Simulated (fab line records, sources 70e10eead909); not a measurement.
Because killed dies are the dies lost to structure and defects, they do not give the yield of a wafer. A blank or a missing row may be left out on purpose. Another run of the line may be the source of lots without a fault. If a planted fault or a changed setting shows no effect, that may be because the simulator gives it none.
Chamber matching || flow nandHarc || NHARC_A_CONTACT_DEP_24 on pecvd-03: 3 sister chambers
The step deposits SiO2, target thk 500 nm. 6 wafers are shown with their chamber, then 7 later ones without.

== EACH WAFER AND ITS CHAMBER ==
{"wafer": "L982.1", "chamber": 1, "heaterPowerW (W)": 394, "throttleValvePct (%)": 15.5}
{"wafer": "L982.2", "chamber": 2, "heaterPowerW (W)": 785, "throttleValvePct (%)": 16.6}
{"wafer": "L983.3", "chamber": 1, "heaterPowerW (W)": 389, "throttleValvePct (%)": 15.5}
{"wafer": "L983.5", "chamber": 2, "heaterPowerW (W)": 668, "throttleValvePct (%)": 16.6}
{"wafer": "L992.1", "chamber": 0, "heaterPowerW (W)": 546, "throttleValvePct (%)": 16.2}
{"wafer": "L992.4", "chamber": 0, "heaterPowerW (W)": 556, "throttleValvePct (%)": 16.1}

== WAFERS MISSING THEIR CHAMBER ==
{"wafer": "L992.6", "heaterPowerW (W)": 440, "throttleValvePct (%)": 15.3}
{"wafer": "L991.1", "heaterPowerW (W)": 705, "throttleValvePct (%)": 16.9}
{"wafer": "L991.2", "heaterPowerW (W)": 544, "throttleValvePct (%)": 16.1}
{"wafer": "L991.5", "heaterPowerW (W)": 738, "throttleValvePct (%)": 16.8}
{"wafer": "L996.1", "heaterPowerW (W)": 440, "throttleValvePct (%)": 15.5}
{"wafer": "L996.3", "heaterPowerW (W)": 555, "throttleValvePct (%)": 16.0}
{"wafer": "L996.6", "heaterPowerW (W)": 417, "throttleValvePct (%)": 16.0}

== CHAMBER TAKEN BY EACH ==
{"wafer": "L992.6", "from the rows above": 1, "in truth": 1}
{"wafer": "L991.1", "from the rows above": 2, "in truth": 2}
{"wafer": "L991.2", "from the rows above": 0, "in truth": 0}
{"wafer": "L991.5", "from the rows above": 2, "in truth": 2}
{"wafer": "L996.1", "from the rows above": 1, "in truth": 1}
{"wafer": "L996.3", "from the rows above": 0, "in truth": 0}
{"wafer": "L996.6", "from the rows above": 0, "in truth": 0}
Placed correctly: 7 of 7. Not placeable from these rows: 0. 0 placed wrongly.
How it was worked out, from the rows above alone: a wafer's distance from a chamber is the root of the sum, over the readings, of the square of ((its reading less the chamber's mean) divided by the reading's scatter). The wafer belongs to the nearest chamber; if the next one is less than 2 further off, it can't be placed. A chamber's mean is the mean of its shown wafers. The scatter is the square root of a quotient: the sum, over the shown wafers, of each reading's squared deviation from its chamber's mean, divided by wafers minus chambers.
